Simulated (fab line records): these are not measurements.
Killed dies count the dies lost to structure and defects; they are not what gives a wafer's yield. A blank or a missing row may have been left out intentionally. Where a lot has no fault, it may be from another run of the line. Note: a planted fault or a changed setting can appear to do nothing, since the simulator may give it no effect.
Comparing a struck lot with a sound one / flow nandHarc / 13 out of 1302 route steps
Sound: the wafers L880.3, L880.4, L880.5. Struck: wafer L891.4. (L891.1 of the same lot was not struck and is left out.) The cause comes at the end.
For every step that has rows: the tool of each side, followed by ch and its chambers, followed by its first start. Under that, the readings that differ: sound wafers / struck wafers / difference of the means / sigmas: that difference in standard deviations of wafers without a fault.
alike: words and numbers the same on both sides, and readings whose means are apart by under 2 such deviations; not compared: readings that were withheld, readings missing a value for some wafer, numbers with overlapping values and no deviation given by the record, and bounds like >300 which may hide the same value.
A row with sigmas, a row that says differs or no value, or rows on one side alone: a step with any of these is where the two part. Numbers that don't overlap but have no deviation are shown without sigmas and don't part them. A reading missing from all wafers of one side parts the sides only when that side holds two or more wafers.

first, 2 steps without rows for these wafers: NHARC_A_SOURCE_PLATE_SRD_01; NHARC_A_SOURCE_PLATE_OXIDE_02 (material SiO2, target thk 10 nm, ox time 1362 s).
NHARC_A_SOURCE_PLATE_THK_MEAS_09: measures by ellipsometry.
  sound on filmMetro-01 at day 11 15:41; struck on filmMetro-01 at day 15 20:46
  alike: thkNm
then, 3 steps without rows for these wafers: NHARC_A_SOURCE_PLATE_PVD_04 (deposits WSi2, target thk 50 nm); NHARC_A_SOURCE_PLATE_CVD_03 (deposits poly-Si, target thk 200 nm, time 4000 s); NHARC_A_SOURCE_PLATE_ANNEAL_05 (time 1800 s).
NHARC_A_SOURCE_PLATE_THK_MEAS_06: measures by ellipsometry.
  sound on filmMetro-01 at day 12 05:34; struck on filmMetro-01 at day 16 09:22
  alike: thkNm
NHARC_A_SOURCE_PLATE_INSPECT_08:
  sound on defectInspect-02 at day 12 05:38; struck on defectInspect-02 at day 16 09:25
  alike: rawDefectCount
following that, 1 step holds no rows for these wafers, namely NHARC_A_ONON_D1_DEP_00 (target thickness 1000 nm).
NHARC_A_ONON_D1_THK_MEAS_02: measures by ellipsometry.
  sound on filmMetro-01 at day 12 06:13; struck on filmMetro-01 at day 16 10:00
  alike: thkNm
NHARC_A_ONON_D1_DEP_03: target thk 1000 nm.
  sound on pecvdOnon-04 ch 0, day 12 06:23; struck on pecvdOnon-04 ch 0, day 16 10:03
NHARC_A_ONON_D1_THK_MEAS_05: measures by ellipsometry.
  sound on filmMetro-02 at day 12 06:46; struck on filmMetro-01 at day 16 10:34
reading=thkNm (nm); sound=975 978 977; struck=645; difference=-332; sigmas=-30
following that, 1 step holds no rows for these wafers, namely NHARC_A_ONON_D1_DEP_06 (target thickness 1000 nm).

== WHERE THEY PART ==
At NHARC_A_ONON_D1_THK_MEAS_05 and nowhere else, as far as this record goes.

WHY: what the simulator had put in
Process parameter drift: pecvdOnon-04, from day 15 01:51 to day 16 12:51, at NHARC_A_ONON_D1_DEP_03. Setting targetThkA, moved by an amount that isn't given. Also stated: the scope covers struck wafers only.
